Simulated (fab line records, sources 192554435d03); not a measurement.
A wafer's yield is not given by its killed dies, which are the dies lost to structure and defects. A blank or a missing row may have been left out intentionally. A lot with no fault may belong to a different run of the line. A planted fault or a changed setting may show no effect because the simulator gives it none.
What tool caused it? -- flow n5Finfet -- Sampling: 8 lots, 24 wafers, 4 of 1938 route steps

WHAT EACH GAUGE READ, for each wafer
N5_SD_EPI_N_INSPECT_26: inspects for defects (darkfield).
lot,measured,on,rawDefectCount
L107,day 3 05:25,defectInspect-02,191 260 205
L108,day 3 15:56,defectInspect-02,102 150 174
L109,day 3 16:48,defectInspect-01,211 211 199
L111,day 4 06:00,defectInspect-02,164 180 149
L117,day 5 19:07,defectInspect-02,142 163 190
L118,day 6 01:52,defectInspect-02,185 203 238
L123,day 7 04:28,defectInspect-02,1039 1052 1025
L124,day 7 11:14,defectInspect-02,974 1007 991

WHICH TOOL RAN EACH LOT (tool, then ch and the chambers of the sampled wafers, then the start)
lot,N5_SD_EPI_N_ETCH_45,N5_SD_EPI_N_STRIP_38,N5_SD_EPI_N_LINER_46
L107,"rieDiel-02 ch 0,1,3, day 3 01:15","plasmaAsher-02 ch 0,1, day 3 01:31","aldSin-02 ch 0,2, day 3 05:10"
L108,"rieDiel-05 ch 0,3, day 3 06:44","plasmaAsher-02 ch 0,1, day 3 07:00","aldSin-04 ch 0,2,3, day 3 15:41"
L109,"rieDiel-05 ch 0,2,3, day 3 12:28","plasmaAsher-02 ch 0,1, day 3 12:46","aldSin-04 ch 2,3, day 3 16:33"
L111,"rieDiel-02 ch 0,1,3, day 4 01:49","plasmaAsher-01 ch 0,1, day 4 02:07","aldSin-02 ch 2,3, day 4 05:45"
L117,"rieDiel-04 ch 0,1,3, day 5 14:56","plasmaAsher-01 ch 0,1, day 5 15:14","aldSin-04 ch 0,3, day 5 18:52"
L118,"rieDiel-02 ch 0,2,3, day 5 21:58","plasmaAsher-01 ch 0,1, day 5 22:14","aldSin-01 ch 0,2, day 6 01:37"
L123,"rieDiel-04 ch 0,3, day 7 01:01","plasmaAsher-01 ch 0,1, day 7 01:18","aldSin-04 ch 1,2,3, day 7 04:13"
L124,"rieDiel-04 ch 0,2,3, day 7 07:46","plasmaAsher-01 ch 0,1, day 7 08:02","aldSin-02 ch 0,2,3, day 7 10:58"
- N5_SD_EPI_N_ETCH_45: etches SiOCN in CH3F/O2, target depth 6 nm.
- N5_SD_EPI_N_STRIP_38: strips in N2/H2.
- N5_SD_EPI_N_LINER_46: material SiNx, target thk 3 nm.

THE ANSWER, worked out from the rows above alone
Rule: what is usual is taken from the lots themselves. The widest of any qualifying gaps counts: lots, ordered by their means at a reading, are off when they make up no more than a third of the lots, leave a main group of 4 or more, and stand apart from it by 3 or more times the standard deviation of that group's means. The tables above print the reading to a certain number of digits; a main group whose means all agree to those digits is not used. Also off: a lot with no number at a reading for which 4 or more lots have one. Where the step has rows for the other lots, those lots are counted as sound.
Off: L123, L124, at N5_SD_EPI_N_INSPECT_26 (rawDefectCount). Mean 184 and standard deviation 28 in the main group.
A tool fits if, at a process step before that reading, it ran every lot that is off, and no sound lot after the first of them. The gauges at N5_SD_EPI_N_INSPECT_26 are tried like those tools. Can't be told from this: 3 tools fit, rieDiel-04 at N5_SD_EPI_N_ETCH_45, plasmaAsher-01 at N5_SD_EPI_N_STRIP_38, defectInspect-02 at N5_SD_EPI_N_INSPECT_26.

WHAT THE SIMULATOR PUT IN
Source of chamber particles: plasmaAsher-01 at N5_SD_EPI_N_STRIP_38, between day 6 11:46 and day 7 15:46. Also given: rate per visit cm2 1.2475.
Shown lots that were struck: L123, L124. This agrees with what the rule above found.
